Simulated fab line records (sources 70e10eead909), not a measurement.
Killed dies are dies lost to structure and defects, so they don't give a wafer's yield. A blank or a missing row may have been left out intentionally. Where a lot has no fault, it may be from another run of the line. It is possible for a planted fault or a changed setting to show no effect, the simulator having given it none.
Comparing a struck lot with a sound one || flow nand-harc || 14 out of 1159 route steps
Sound: these wafers, L333.2, L333.5, L333.6. Struck: wafer L337.2 (left out: L337.3, a lot-mate that was not struck); the cause follows at the end.
At each step with rows: each side's tool, then ch and its chambers, then its first start. Under that, the readings that differ: sound wafers || struck wafers || difference of the means || sigmas: that difference in standard deviations of wafers without a fault.
alike: readings whose means differ by less than 2 such deviations, and words and numbers that are the same on both sides. not compared: withheld readings, readings that some wafer has no value for, bounds like >300 that may hide the same value, and numbers for which the record gives no deviation and whose values overlap.
The two part at a step that has a row with sigmas, a row that says differs or no value, or rows on one side only. When numbers do not overlap yet have no deviation, they are printed without sigmas and do not part them. A reading that every wafer of one side lacks parts them only if that side has two wafers or more.

NHARC_A_ZERO_WELL_INSPECT_17:
  sound on defect-inspect-02 at day 7 08:10; struck on defect-inspect-02 at day 8 10:29
  alike: raw-defect-count
then, 3 steps without rows for these wafers: NHARC_A_SOURCE_PLATE_PRECLEAN_00 (cleans in HF-LAST, time 60 s); NHARC_A_SOURCE_PLATE_SRD_01; NHARC_A_SOURCE_PLATE_OXIDE_02 (material SiO2, target thk 10 nm, ox time 1362 s).
NHARC_A_SOURCE_PLATE_THK_MEAS_09: measures by ellipsometry.
  sound on film-metro-02 at day 7 17:16; struck on film-metro-01 at day 8 17:34
  alike: thk-nm
then, 3 steps without rows for these wafers: NHARC_A_SOURCE_PLATE_PVD_04 (deposits WSi2, target thk 50 nm); NHARC_A_SOURCE_PLATE_CVD_03 (deposits poly-Si, target thk 200 nm, time 4000 s); NHARC_A_SOURCE_PLATE_ANNEAL_05 (time 1800 s).
NHARC_A_SOURCE_PLATE_THK_MEAS_06: measures by ellipsometry.
  sound on film-metro-01 at day 8 07:05; struck on film-metro-01 at day 9 06:35
  alike: thk-nm
NHARC_A_SOURCE_PLATE_INSPECT_08:
  sound on defect-inspect-02 at day 8 07:10; struck on defect-inspect-01 at day 9 06:41
  alike: raw-defect-count
NHARC_A_ONON_D1_DEP_00: target thk 1000 nm.
  sound on pecvd-onon-03 ch 0, day 8 07:17; struck on pecvd-onon-03 ch 0, day 9 07:01
  alike: n2o-flow-sccm, nh3-flow-sccm
NHARC_A_ONON_D1_THK_MEAS_02: measures by ellipsometry.
  sound on film-metro-02 at day 8 07:44; struck on film-metro-01 at day 9 07:28
{"reading": "thk-nm (nm)", "sound": "1000 1000 1001", "struck": 757, "difference": -243, "sigmas": -35}
then, 2 steps without rows for these wafers: NHARC_A_ONON_D1_DEP_03 (target thk 1000 nm); NHARC_END_SORT_01.

== WHERE THEY PART ==
Within this record, at NHARC_A_ONON_D1_THK_MEAS_02 only.

WHY: what had been put in by the simulator
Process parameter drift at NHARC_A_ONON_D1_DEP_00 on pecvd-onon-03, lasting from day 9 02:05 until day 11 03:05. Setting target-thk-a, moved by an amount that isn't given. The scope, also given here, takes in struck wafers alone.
